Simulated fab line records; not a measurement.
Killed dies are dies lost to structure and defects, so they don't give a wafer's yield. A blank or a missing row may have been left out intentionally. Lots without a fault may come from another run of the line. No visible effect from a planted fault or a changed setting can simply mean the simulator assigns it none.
Which tool is to blame? :: flow n5_finfet :: Sampling: 24 lots, 72 wafers, 4 of 1938 route steps

WHAT THE GAUGES READ, wafer by wafer
N5_BEOL_M8_INSPECT_58: inspects for defects (darkfield).
lot: L075
measured: day 9 09:51
on: defect_inspect-02
raw_defect_count: 65 123 63

lot: L074
measured: day 9 14:23
on: defect_inspect-02
raw_defect_count: 176 77 184

lot: L076
measured: day 10 06:56
on: defect_inspect-02
raw_defect_count: 91 70 99

lot: L078
measured: day 10 08:00
on: defect_inspect-02
raw_defect_count: 102 162 133

lot: L077
measured: day 10 08:16
on: defect_inspect-01
raw_defect_count: 49 52 58

lot: L079
measured: day 10 11:47
on: defect_inspect-02
raw_defect_count: 72 58 65

lot: L080
measured: day 10 14:26
on: defect_inspect-02
raw_defect_count: 107 81 81

lot: L081
measured: day 10 18:59
on: defect_inspect-01
raw_defect_count: 86 61 79

lot: L082
measured: day 11 06:35
on: defect_inspect-02
raw_defect_count: 69 78 76

lot: L083
measured: day 11 06:51
on: defect_inspect-02
raw_defect_count: 43 63 61

lot: L084
measured: day 11 10:49
on: defect_inspect-02
raw_defect_count: 78 74 73

lot: L085
measured: day 11 14:00
on: defect_inspect-02
raw_defect_count: 52 64 57

lot: L087
measured: day 15 00:24
on: defect_inspect-01
raw_defect_count: 101 120 73

lot: L086
measured: day 15 12:10
on: defect_inspect-01
raw_defect_count: 43 47 73

lot: L088
measured: day 15 12:43
on: defect_inspect-01
raw_defect_count: 57 25 87

lot: L093
measured: day 15 15:35
on: defect_inspect-01
raw_defect_count: 79 120 52

lot: L089
measured: day 15 15:50
on: defect_inspect-02
raw_defect_count: 57 66 59

lot: L096
measured: day 15 23:47
on: defect_inspect-01
raw_defect_count: 117 115 102

lot: L094
measured: day 16 00:38
on: defect_inspect-01
raw_defect_count: 74 40 32

lot: L091
measured: day 16 03:20
on: defect_inspect-01
raw_defect_count: 56 50 64

lot: L090
measured: day 16 07:09
on: defect_inspect-01
raw_defect_count: 102 84 74

lot: L095
measured: day 16 10:29
on: defect_inspect-01
raw_defect_count: 46 108 70

lot: L097
measured: day 16 11:55
on: defect_inspect-02
raw_defect_count: 75 44 62

lot: L092
measured: day 16 18:34
on: defect_inspect-01
raw_defect_count: 32 49 41

TOOL THAT RAN EACH LOT (tool first, then ch and the chambers of the sampled wafers, then the start)
lot: L075
N5_BEOL_M8_PRE_CLEAN_45: pvd_sputter-02, day 9 06:40
N5_BEOL_M8_SURFACE_TREAT_79: pvd_sputter-02, day 9 08:43
N5_BEOL_M8_SPUTTER_48: pvd_sputter-03, day 9 08:53

lot: L074
N5_BEOL_M8_PRE_CLEAN_45: pvd_sputter-03, day 9 12:16
N5_BEOL_M8_SURFACE_TREAT_79: pvd_sputter-03, day 9 12:46
N5_BEOL_M8_SPUTTER_48: pvd_sputter-02, day 9 12:59

lot: L076
N5_BEOL_M8_PRE_CLEAN_45: pvd_sputter-01, day 10 04:49
N5_BEOL_M8_SURFACE_TREAT_79: pvd_sputter-02, day 10 05:11
N5_BEOL_M8_SPUTTER_48: pvd_sputter-02, day 10 05:30

lot: L078
N5_BEOL_M8_PRE_CLEAN_45: pvd_sputter-01, day 10 06:04
N5_BEOL_M8_SURFACE_TREAT_79: pvd_sputter-01, day 10 06:25
N5_BEOL_M8_SPUTTER_48: pvd_sputter-03, day 10 06:36

lot: L077
N5_BEOL_M8_PRE_CLEAN_45: pvd_sputter-01, day 10 06:32
N5_BEOL_M8_SURFACE_TREAT_79: pvd_sputter-03, day 10 06:52
N5_BEOL_M8_SPUTTER_48: pvd_sputter-01, day 10 07:10

lot: L079
N5_BEOL_M8_PRE_CLEAN_45: pvd_sputter-03, day 10 10:11
N5_BEOL_M8_SURFACE_TREAT_79: pvd_sputter-03, day 10 10:33
N5_BEOL_M8_SPUTTER_48: pvd_sputter-03, day 10 10:44

lot: L080
N5_BEOL_M8_PRE_CLEAN_45: pvd_sputter-03, day 10 12:53
N5_BEOL_M8_SURFACE_TREAT_79: pvd_sputter-02, day 10 13:14
N5_BEOL_M8_SPUTTER_48: pvd_sputter-02, day 10 13:25

lot: L081
N5_BEOL_M8_PRE_CLEAN_45: pvd_sputter-03, day 10 16:59
N5_BEOL_M8_SURFACE_TREAT_79: pvd_sputter-03, day 10 17:25
N5_BEOL_M8_SPUTTER_48: pvd_sputter-03, day 10 17:50

lot: L082
N5_BEOL_M8_PRE_CLEAN_45: pvd_sputter-02, day 11 04:26
N5_BEOL_M8_SURFACE_TREAT_79: pvd_sputter-01, day 11 04:47
N5_BEOL_M8_SPUTTER_48: pvd_sputter-01, day 11 04:57

lot: L083
N5_BEOL_M8_PRE_CLEAN_45: pvd_sputter-02, day 11 05:13
N5_BEOL_M8_SURFACE_TREAT_79: pvd_sputter-02, day 11 05:35
N5_BEOL_M8_SPUTTER_48: pvd_sputter-01, day 11 05:49

lot: L084
N5_BEOL_M8_PRE_CLEAN_45: pvd_sputter-03, day 11 09:20
N5_BEOL_M8_SURFACE_TREAT_79: pvd_sputter-01, day 11 09:41
N5_BEOL_M8_SPUTTER_48: pvd_sputter-03, day 11 09:52

lot: L085
N5_BEOL_M8_PRE_CLEAN_45: pvd_sputter-02, day 11 11:59
N5_BEOL_M8_SURFACE_TREAT_79: pvd_sputter-02, day 11 12:24
N5_BEOL_M8_SPUTTER_48: pvd_sputter-02, day 11 12:34

lot: L087
N5_BEOL_M8_PRE_CLEAN_45: pvd_sputter-01, day 14 22:47
N5_BEOL_M8_SURFACE_TREAT_79: pvd_sputter-03, day 14 23:08
N5_BEOL_M8_SPUTTER_48: pvd_sputter-01, day 14 23:26

lot: L086
N5_BEOL_M8_PRE_CLEAN_45: pvd_sputter-02, day 15 10:10
N5_BEOL_M8_SURFACE_TREAT_79: pvd_sputter-03, day 15 10:37
N5_BEOL_M8_SPUTTER_48: pvd_sputter-03, day 15 10:56

lot: L088
N5_BEOL_M8_PRE_CLEAN_45: pvd_sputter-03, day 15 11:04
N5_BEOL_M8_SURFACE_TREAT_79: pvd_sputter-01, day 15 11:28
N5_BEOL_M8_SPUTTER_48: pvd_sputter-01, day 15 11:44

lot: L093
N5_BEOL_M8_PRE_CLEAN_45: pvd_sputter-01, day 15 11:25
N5_BEOL_M8_SURFACE_TREAT_79: pvd_sputter-01, day 15 13:40
N5_BEOL_M8_SPUTTER_48: pvd_sputter-03, day 15 14:32

lot: L089
N5_BEOL_M8_PRE_CLEAN_45: pvd_sputter-01, day 15 11:37
N5_BEOL_M8_SURFACE_TREAT_79: pvd_sputter-03, day 15 14:10
N5_BEOL_M8_SPUTTER_48: pvd_sputter-03, day 15 14:41

lot: L096
N5_BEOL_M8_PRE_CLEAN_45: pvd_sputter-01, day 15 20:49
N5_BEOL_M8_SURFACE_TREAT_79: pvd_sputter-03, day 15 21:23
N5_BEOL_M8_SPUTTER_48: pvd_sputter-02, day 15 22:25

lot: L094
N5_BEOL_M8_PRE_CLEAN_45: pvd_sputter-03, day 15 21:20
N5_BEOL_M8_SURFACE_TREAT_79: pvd_sputter-01, day 15 21:55
N5_BEOL_M8_SPUTTER_48: pvd_sputter-02, day 15 23:01

lot: L091
N5_BEOL_M8_PRE_CLEAN_45: pvd_sputter-02, day 16 01:31
N5_BEOL_M8_SURFACE_TREAT_79: pvd_sputter-02, day 16 01:52
N5_BEOL_M8_SPUTTER_48: pvd_sputter-03, day 16 02:05

lot: L090
N5_BEOL_M8_PRE_CLEAN_45: pvd_sputter-03, day 16 05:09
N5_BEOL_M8_SURFACE_TREAT_79: pvd_sputter-03, day 16 05:34
N5_BEOL_M8_SPUTTER_48: pvd_sputter-01, day 16 05:55

lot: L095
N5_BEOL_M8_PRE_CLEAN_45: pvd_sputter-01, day 16 07:20
N5_BEOL_M8_SURFACE_TREAT_79: pvd_sputter-02, day 16 09:08
N5_BEOL_M8_SPUTTER_48: pvd_sputter-01, day 16 09:24

lot: L097
N5_BEOL_M8_PRE_CLEAN_45: pvd_sputter-01, day 16 10:04
N5_BEOL_M8_SURFACE_TREAT_79: pvd_sputter-02, day 16 10:29
N5_BEOL_M8_SPUTTER_48: pvd_sputter-03, day 16 10:43

lot: L092
N5_BEOL_M8_PRE_CLEAN_45: pvd_sputter-03, day 16 15:47
N5_BEOL_M8_SURFACE_TREAT_79: pvd_sputter-01, day 16 16:23
N5_BEOL_M8_SPUTTER_48: pvd_sputter-03, day 16 16:59
- N5_BEOL_M8_PRE_CLEAN_45: time 30 s.
- N5_BEOL_M8_SURFACE_TREAT_79
- N5_BEOL_M8_SPUTTER_48: material Cu, target thk 10 nm, time 1.667 s.

WHAT THE TOOLS THEMSELVES READ (means of the sampled wafers that have a number; where no wafer has one, the mark that the record gives instead)
N5_BEOL_M8_PRE_CLEAN_45.
lot: L075
tool: pvd_sputter-02
heater_power_w (W): 320

lot: L074
tool: pvd_sputter-03
heater_power_w (W): 352

lot: L076
tool: pvd_sputter-01
heater_power_w (W): 340

lot: L078
tool: pvd_sputter-01
heater_power_w (W): 351

lot: L077
tool: pvd_sputter-01
heater_power_w (W): 321

lot: L079
tool: pvd_sputter-03
heater_power_w (W): 354

lot: L080
tool: pvd_sputter-03
heater_power_w (W): 353

lot: L081
tool: pvd_sputter-03
heater_power_w (W): 349

lot: L082
tool: pvd_sputter-02
heater_power_w (W): 339

lot: L083
tool: pvd_sputter-02
heater_power_w (W): 334

lot: L084
tool: pvd_sputter-03
heater_power_w (W): 348

lot: L085
tool: pvd_sputter-02
heater_power_w (W): 315

lot: L087
tool: pvd_sputter-01
heater_power_w (W): 308

lot: L086
tool: pvd_sputter-02
heater_power_w (W): 339

lot: L088
tool: pvd_sputter-03
heater_power_w (W): 355

lot: L093
tool: pvd_sputter-01
heater_power_w (W): 344

lot: L089
tool: pvd_sputter-01
heater_power_w (W): 338

lot: L096
tool: pvd_sputter-01
heater_power_w (W): 307

lot: L094
tool: pvd_sputter-03
heater_power_w (W): 349

lot: L091
tool: pvd_sputter-02
heater_power_w (W): 336

lot: L090
tool: pvd_sputter-03
heater_power_w (W): 354

lot: L095
tool: pvd_sputter-01
heater_power_w (W): 317

lot: L097
tool: pvd_sputter-01
heater_power_w (W): 331

lot: L092
tool: pvd_sputter-03
heater_power_w (W): 372

N5_BEOL_M8_SPUTTER_48.
lot: L075
tool: pvd_sputter-03
throttle_valve_pct (%): 30.1

lot: L074
tool: pvd_sputter-02
throttle_valve_pct (%): 29.7

lot: L076
tool: pvd_sputter-02
throttle_valve_pct (%): 30.1

lot: L078
tool: pvd_sputter-03
throttle_valve_pct (%): 30.0

lot: L077
tool: pvd_sputter-01
throttle_valve_pct (%): 31.1

lot: L079
tool: pvd_sputter-03
throttle_valve_pct (%): 30.1

lot: L080
tool: pvd_sputter-02
throttle_valve_pct (%): 29.9

lot: L081
tool: pvd_sputter-03
throttle_valve_pct (%): 30.2

lot: L082
tool: pvd_sputter-01
throttle_valve_pct (%): 31.1

lot: L083
tool: pvd_sputter-01
throttle_valve_pct (%): 31.5

lot: L084
tool: pvd_sputter-03
throttle_valve_pct (%): 30.0

lot: L085
tool: pvd_sputter-02
throttle_valve_pct (%): 29.9

lot: L087
tool: pvd_sputter-01
throttle_valve_pct (%): 31.3

lot: L086
tool: pvd_sputter-03
throttle_valve_pct (%): 29.8

lot: L088
tool: pvd_sputter-01
throttle_valve_pct (%): 31.2

lot: L093
tool: pvd_sputter-03
throttle_valve_pct (%): 30.5

lot: L089
tool: pvd_sputter-03
throttle_valve_pct (%): 30.4

lot: L096
tool: pvd_sputter-02
throttle_valve_pct (%): 29.6

lot: L094
tool: pvd_sputter-02
throttle_valve_pct (%): 29.3

lot: L091
tool: pvd_sputter-03
throttle_valve_pct (%): 29.9

lot: L090
tool: pvd_sputter-01
throttle_valve_pct (%): 30.0

lot: L095
tool: pvd_sputter-01
throttle_valve_pct (%): 31.2

lot: L097
tool: pvd_sputter-03
throttle_valve_pct (%): 29.5

lot: L092
tool: pvd_sputter-03
throttle_valve_pct (%): 29.9

THE ANSWER, worked out from the rows above alone
Rule: the usual values come from the lots themselves. The widest of any qualifying gaps counts: lots, ordered by their means at a reading, are off when they make up no more than a third of the lots, leave a main group of 4 or more, and stand apart from it by 3 or more times the standard deviation of that group's means. If all means in a main group match to the digits the tables above print for the reading, that group is not used. A lot without any number at a reading at which 4 lots or more have one is off too. The other lots that the step has rows for count as sound. Order of review: gauges by route order, followed by the tools' own readings, for which a lot's mean as printed above is used. The first step at which some lot is off is used, and at that step the reading that is off furthest; a lot without a number counts as furthest.
No lot is off on any of the readings shown, so nothing can be concluded from this.

WHAT THE SIMULATOR HAD PUT IN
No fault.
